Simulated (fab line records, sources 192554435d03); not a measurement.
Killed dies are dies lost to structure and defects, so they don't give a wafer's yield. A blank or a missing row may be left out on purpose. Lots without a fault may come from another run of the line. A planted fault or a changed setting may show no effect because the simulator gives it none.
fab line records | flow n5_finfet
record lots=9 wafers=27 last_day=21
route steps=1938 shown SDB@376 DUMMY_REMOVAL@378 HKMG_FIN@407 BEOL_M4@1111
lots that met no fault: from a run of the same line without faults
start_h: hours from the record's first day to the start of the lot's first wafer shown | wait_h: hours since the lot's step before | " the same as in the row above | L1.1+2: a row that stands for several wafers | - no value, or no start given | * or withheld: withheld | < > ~ a bound
route shown NAME@n: a module of which the file shows steps, and the number in the route of the first | usual: mean/standard deviation of fault-free wafers | same: alike in all rows | chamber/n: place in a boat | sites: the reading at each site | _std_site: their standard deviation | _edge_site: outer sites' mean less inner sites' | radius_mm: how far each site lies from the wafer's centre | mask NAME#n: copy n | behind: the tool/chamber that last shaped the wafer | hold: why the lot was held/for how many hours/how that ended | device: the transistor (n, p or np) that didn't switch | end of line: the same wafers' tests at the end of the route | a step without rows: its recipe alone | killed: dies lost to structure and defects at the first sort, not the wafer's yield | map: a wafer's dies, x killed, . not, _ none there
set.NAME: the setting as run; set.NAME@STEP: as run at that earlier step | model.NAME: the simulator's own value behind a step, which no gauge read
steps of the route over a sample of lots; a table a step, a row a wafer
services: from which hour (start_h, from the record's first day; less than 0 if before it) a tool's chamber was out of use, for how many hours, and why
## steps
# step N5_SDB_INSPECT_36
# recipe inspect_instrument=darkfield mode=post_cmp
# usual raw_defect_count=40/20
# columns lot.wafer tool chamber start_h wait_h raw_defect_count
L217.1 defect_inspect-01 - 76.06 0.0 35
L217.3 " - " " 59
L217.6 " - " " 53
L218.1 defect_inspect-01 - 82.06 0.0 37
L218.4 " - " " 28
L218.6 " - " " 20
L221.2 defect_inspect-02 - 105.11 0.0 39
L221.3 " - " " 36
L221.4 " - " " 37
L227.1 defect_inspect-01 - 135.25 0.0 40
L227.2 " - " " 61
L227.3 " - " " 46
L230.3 defect_inspect-01 - 152.08 0.0 16
L230.5 " - " " 44
L230.6 " - " " 48
L231.2 defect_inspect-01 - 157.93 0.0 28
L231.4 " - " " 34
L231.6 " - " " 28
L232.2 defect_inspect-01 - 164.08 0.0 47
L232.4 " - " " 21
L232.5 " - " " 33
L237.2 defect_inspect-02 - 196.45 0.0 27
L237.3 " - " " 25
L237.5 " - " " 58
L239.1 defect_inspect-02 - 208.36 0.0 20
L239.2 " - " " 26
L239.4 " - " " 28
# step N5_DUMMY_REMOVAL_STRIP_10
# recipe chemistry=N2/H2 time_s=40 power_w=100 temp_c=40 pressure_mtorr=100 rf_frequency_hz=6e+07 bias_power_w=3 n2_flow_sccm=300 h2_flow_sccm=300
# usual bias_power_w=3.000/0.0085 drypump_motor_current_A=5.7/0.32 oes_product_au=0.81/0.088 rf_vpp_V=45.2/0.88 showerhead_plenum_p_Torr=3.36/0.13 throttle_valve_pct=12.06/0.3
# columns lot.wafer tool chamber start_h wait_h bias_power_w drypump_motor_current_A oes_product_au rf_hours_counter_h rf_vpp_V showerhead_plenum_p_Torr throttle_valve_pct
L217.1 rie_diel-02 0 76.14 0.0 3.008 5.8 0.69 215 45.3 3.37 12.70
L217.3 " 1 " " 3.005 5.4 0.82 105 45.7 3.29 12.05
L217.6 " 3 " " 3.000 5.9 0.78 - 44.8 3.51 12.11
L218.1 rie_diel-02 2 82.13 0.0 2.994 5.7 0.78 117 46.3 3.10 12.01
L218.4 " 0 " " 2.998 5.8 0.69 217 46.6 3.37 12.69
L218.6 " 3 " " 2.999 5.9 0.77 - 45.2 3.51 12.14
L221.2 rie_diel-02 2 105.17 0.0 2.992 5.7 0.79 121 45.9 3.10 12.04
L221.3 " 1 " " 3.014 5.4 0.82 111 45.3 3.28 12.06
L221.4 " 3 " " 2.991 5.9 0.77 151 45.4 3.51 12.14
L227.1 rie_diel-03 2 135.32 0.0 3.015 6.3 0.89 49 44.6 3.59 12.05
L227.2 " 0 " " 3.005 6.2 0.83 103 46.6 3.40 11.78
L227.3 " 3 " " 3.016 5.2 0.93 18 46.1 3.60 12.12
L230.3 rie_diel-06 1 152.15 0.0 3.002 5.5 0.69 215 46.9 3.46 12.29
L230.5 " 0 " " 2.987 6.2 0.82 - 44.4 3.38 11.73
L230.6 " 3 " " 2.994 5.4 0.93 - 46.7 3.29 11.84
L231.2 rie_diel-06 2 158.00 0.0 3.002 5.2 0.91 12 45.8 3.46 11.77
L231.4 " 1 " " 2.989 5.5 0.68 216 45.0 3.46 12.27
L231.6 " 2 " " 2.999 5.2 0.90 - 46.6 3.46 11.74
L232.2 rie_diel-06 3 164.16 0.0 3.009 5.4 0.92 22 45.8 3.29 11.84
L232.4 " 1 " " 2.998 5.5 0.69 217 44.9 3.46 12.29
L232.5 " 0 " " 2.999 6.2 0.82 - 46.4 3.38 11.76
L237.2 rie_diel-06 0 196.52 0.0 2.990 6.3 0.82 86 46.8 3.37 11.78
L237.3 " 2 " " 2.997 5.2 0.90 22 45.4 3.45 11.78
L237.5 " 3 " " 3.012 5.4 0.90 - 45.4 3.28 11.86
L239.1 rie_diel-02 3 208.43 0.0 2.973 5.9 0.75 173 45.2 3.50 12.20
L239.2 " 2 " " 2.996 5.7 0.78 141 43.3 3.09 12.07
L239.4 " 3 " " 3.001 5.9 0.74 - 44.5 3.50 12.20
# step N5_HKMG_FIN_STRIP_93
# recipe chemistry=N2/H2 material=SOC time_s=20 power_w=500 temp_c=40 pressure_mtorr=50 rf_frequency_hz=6e+07 bias_power_w=8 h2_frac=0.5 n2_flow_sccm=300 h2_flow_sccm=300
# usual bias_power_w=8.000/0.024 drypump_motor_current_A=5.6/0.53 oes_product_au=0.78/0.08 rf_fwd_power_W=496.3/2.1 rf_vpp_V=54.2/0.79 showerhead_plenum_p_Torr=3.35/0.097 throttle_valve_pct=18.7/0.35
# columns lot.wafer tool chamber start_h wait_h bias_power_w drypump_motor_current_A oes_product_au rf_fwd_power_W rf_hours_counter_h rf_vpp_V showerhead_plenum_p_Torr throttle_valve_pct
L217.1 rie_diel-05 2 78.43 0.2 7.980 5.4 0.79 496.1 112 56.1 3.37 18.5
L217.3 " 1 " " 7.991 6.4 0.92 496.6 10 54.0 3.31 18.4
L217.6 " 0 " " 7.963 5.2 0.80 498.9 - 54.2 3.39 18.5
L218.1 rie_diel-05 3 84.41 0.2 7.975 5.3 0.64 497.0 246 54.6 3.30 19.4
L218.4 " 2 " " 7.975 5.4 0.79 498.9 114 54.6 3.36 18.5
L218.6 " 1 " " 8.060 6.4 0.91 497.4 - 52.9 3.30 18.5
L221.2 rie_diel-04 1 107.46 0.2 7.979 6.3 0.94 499.3 12 55.0 3.45 19.1
L221.3 " 2 " " 8.019 4.9 0.74 496.5 120 55.7 3.39 18.4
L221.4 " 3 " " 7.984 6.6 0.75 497.4 188 54.8 3.46 18.8
L227.1 rie_diel-05 2 137.47 0.2 7.982 5.4 0.77 496.9 124 53.5 3.36 18.5
L227.2 " 0 " " 8.001 5.3 0.80 495.6 89 54.1 3.38 18.5
L227.3 " 1 " " 7.971 6.4 0.89 496.1 21 53.8 3.30 18.4
L230.3 rie_diel-04 2 154.30 0.2 8.010 4.9 0.74 496.4 134 54.5 3.38 18.4
L230.5 " 3 " " 7.983 6.6 0.74 498.6 - 55.1 3.45 18.8
L230.6 " 2 " " 8.019 4.9 0.73 496.7 - 54.4 3.38 18.4
L231.2 rie_diel-05 1 160.15 0.2 7.971 6.4 0.87 495.9 29 54.5 3.29 18.5
L231.4 " 0 " " 7.982 5.3 0.79 496.9 96 53.9 3.38 18.5
L231.6 " 1 " " 7.969 6.4 0.86 495.7 - 54.2 3.29 18.5
L232.2 rie_diel-04 2 166.44 0.2 7.998 4.9 0.73 495.9 136 53.6 3.38 18.4
L232.4 " 3 " " 7.989 6.6 0.73 496.9 204 54.9 3.45 18.8
L232.5 " 0 " " 7.968 5.7 0.68 491.8 - 54.9 3.29 18.6
L237.2 rie_diel-05 3 198.80 0.2 7.989 5.2 0.92 495.8 19 54.3 3.29 19.0
L237.3 " 1 " " 8.009 6.4 0.86 496.5 38 53.3 3.29 18.5
L237.5 " 2 " " 7.971 5.4 0.76 497.5 - 54.5 3.35 18.5
L239.1 rie_diel-05 3 210.71 0.2 8.002 5.3 0.91 496.6 24 53.3 3.29 19.0
L239.2 " 1 " " 7.953 6.4 0.85 495.7 42 54.3 3.29 18.5
L239.4 " 0 " " 8.042 5.3 0.79 495.5 107 54.4 3.37 18.5
# step N5_HKMG_FIN_ALD_36
# recipe material=TiN target_thk_a=10 temp_c=400 ald_precursor_family=TiCl4 ald_co_reactant=NH3 pulse_time_s=1 purge_time_s=3 co_reactant_purge_time_s=2 co_reactant_pulse_time_s=2 ald_cycles=47 pressure_torr=3
# usual ald_cycles=47/0 heater_power_w=892/83 precursor_pulse_height_rel=0.999/0.019
# columns lot.wafer tool chamber start_h wait_h ald_cycles heater_power_w precursor_pulse_height_rel
L217.1 ald_metal-03 1 79.83 0.0 47 828 0.987
L217.3 " 2 " " 47 917 0.992
L217.6 " 1 " " 47 842 0.970
L218.1 ald_metal-03 2 85.82 0.0 47 931 0.995
L218.4 " 3 " " 47 910 0.990
L218.6 " 2 " " 47 916 1.007
L221.2 ald_metal-03 1 108.85 0.0 47 815 1.010
L221.3 " 3 " " 50 907 1.005
L221.4 " 0 " " 50 809 1.010
L227.1 ald_metal-03 0 138.88 0.0 47 782 0.997
L227.2 " 3 " " 47 920 0.978
L227.3 " 2 " " 50 935 0.959
L230.3 ald_metal-04 3 155.70 0.0 47 967 1.011
L230.5 " 1 " " 47 781 1.014
L230.6 " 2 " " 47 903 0.999
L231.2 ald_metal-02 1 161.56 0.0 47 844 0.996
L231.4 " 3 " " 47 1024 1.001
L231.6 " 3 " " 47 1000 1.011
L232.2 ald_metal-02 3 167.92 0.0 47 1025 0.989
L232.4 " 1 " " 47 841 0.983
L232.5 " 3 " " 47 1020 0.996
L237.2 ald_metal-04 3 200.35 0.0 47 999 1.020
L237.3 " 2 " " 47 884 1.005
L237.5 " 2 " " 47 881 0.965
L239.1 ald_metal-04 3 212.26 0.0 47 1008 1.017
L239.2 " 0 " " 47 912 0.986
L239.4 " 1 " " 47 770 1.013
# step N5_BEOL_M4_RC_MEAS_101
# usual DIBL_N=37.1/2.6 DIBL_P=38/3 IOFF_N=0.18/0.052 IOFF_P=0.25/0.06 ION_N=678/15 ION_P=467/8.6 SS_N=71.7/0.73 SS_P=73.7/0.89 VT_N=249/4.3 VT_P=-248/3.8
# columns lot.wafer tool chamber start_h wait_h DIBL_N[mV/V] DIBL_P[mV/V] IOFF_N[nA/um] IOFF_P[nA/um] ION_N[uA/um] ION_P[uA/um] SS_N[mV/dec] SS_P[mV/dec] VT_N[mV] VT_P[mV]
L217.1 prober-02 0 228.07 0.0 34.6 36 0.13 0.18 657 448 70.1 72.9 253 -255
L217.3 " 0 " " 40.1 42 0.26 0.29 688 468 72.2 74.8 242 -245
L217.6 " 0 " " 36.5 38 0.17 0.22 667 459 72.0 72.7 249 -251
L218.1 prober-02 0 245.30 0.0 36.0 34 0.14 0.20 676 465 71.2 72.9 248 -250
L218.4 " 0 " " 36.3 36 0.17 0.24 692 472 71.6 73.4 244 -246
L218.6 " 0 " " 36.3 35 0.15 0.24 691 474 71.2 72.7 249 -248
L221.2 prober-02 0 273.11 0.2 34.7 34 0.13 0.22 659 464 71.6 73.4 251 -247
L221.3 " 0 " " 33.9 33 0.12 0.21 661 465 71.3 72.3 253 -248
L221.4 " 0 " " 34.8 35 0.13 0.25 674 479 71.1 72.6 255 -244
L227.1 prober-02 0 294.35 0.0 36.6 37 0.17 0.21 681 462 72.2 73.4 250 -248
L227.2 " 0 " " 35.2 37 0.15 0.21 683 474 71.9 73.5 251 -249
L227.3 " 0 " " 36.7 37 0.16 0.23 671 464 71.5 73.6 250 -248
L230.3 prober-02 0 316.35 0.3 38.4 40 0.22 0.28 711 479 72.2 73.7 246 -248
L230.5 " 0 " " 38.2 39 0.21 0.25 687 465 71.8 73.8 247 -250
L230.6 " 0 " " 38.4 41 0.22 0.30 685 471 72.6 74.4 246 -246
L231.2 prober-01 0 317.31 0.2 34.6 36 0.12 0.22 669 471 71.3 73.4 256 -249
L231.4 " 0 " " 38.4 38 0.18 0.24 671 469 71.9 73.8 250 -248
L231.6 " 0 " " 40.5 41 0.23 0.32 693 476 72.6 74.8 246 -243
L232.2 prober-01 0 342.59 0.2 38.9 39 0.21 0.29 685 470 72.4 73.9 247 -243
L232.4 " 0 " " 38.1 40 0.19 0.34 683 478 72.1 73.0 246 -242
L232.5 " 0 " " 40.2 41 0.25 0.35 692 478 72.4 74.0 243 -241
L239.1 prober-02 0 375.35 0.0 39.7 42 0.26 0.32 694 474 72.8 75.2 241 -245
L239.2 " 0 " " 40.2 42 0.25 0.33 682 475 72.6 74.5 246 -245
L239.4 " 0 " " 38.0 39 0.22 0.26 681 466 72.4 74.2 245 -246
L237.2 prober-01 0 402.72 0.2 43.7 45 0.34 0.39 692 472 73.6 75.9 243 -243
L237.3 " 0 " " 38.2 38 0.18 0.24 696 478 71.0 73.4 249 -248
L237.5 " 0 " " 37.7 37 0.17 0.23 677 467 71.5 74.3 250 -248
## services
# columns tool chamber start_h hours kind
rie_diel-02 0 58.65 9.9 repair
ald_metal-03 2 60.78 6.9 repair
ald_metal-03 0 85.12 15.9 repair
ald_metal-04 2 101.05 28.4 repair
ald_metal-02 2 104.99 4.0 repair
rie_diel-06 - 105.21 0.6 repair
rie_diel-05 3 105.73 - clean
rie_diel-05 3 105.73 - consumable_replace:focus_ring
rie_diel-05 3 105.73 15.2 scheduled_down
rie_diel-05 3 105.73 15.2 vent_cycle
ald_metal-04 1 113.95 2.2 repair
ald_metal-02 3 120.42 5.9 repair
rie_diel-02 1 124.87 2.3 repair
rie_diel-04 0 130.04 8.7 repair
rie_diel-05 - 177.06 2.8 pm
rie_diel-05 - 188.93 0.2 repair
ald_metal-02 3 199.23 4.6 repair
ald_metal-03 - 202.21 8.7 pm
rie_diel-02 1 203.70 9.6 repair
rie_diel-04 3 206.48 9.8 repair
rie_diel-05 - 208.65 0.6 repair
## key
first_sign step=N5_HKMG_FIN_ALD_36 reading=ald_cycles direction=up sigmas=99+ usual=* struck=*
effect none on later readings
met_at N5_HKMG_FIN_ALD_36
struck_lots L221,L227
struck_wafers L221.3,L221.4,L227.3
not_acting_at N5_SDB_INSPECT_36,N5_DUMMY_REMOVAL_STRIP_10,N5_HKMG_FIN_STRIP_93
onset_between 85.82 108.85
fault kind=process_parameter_drift tool=ald_metal-03 chamber=- onset_h=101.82 steps=N5_HKMG_FIN_ALD_36 channel=ald_cycles offset=* shape=step end_h=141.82 scope=struck_wafers_only acts_in=* stated=*
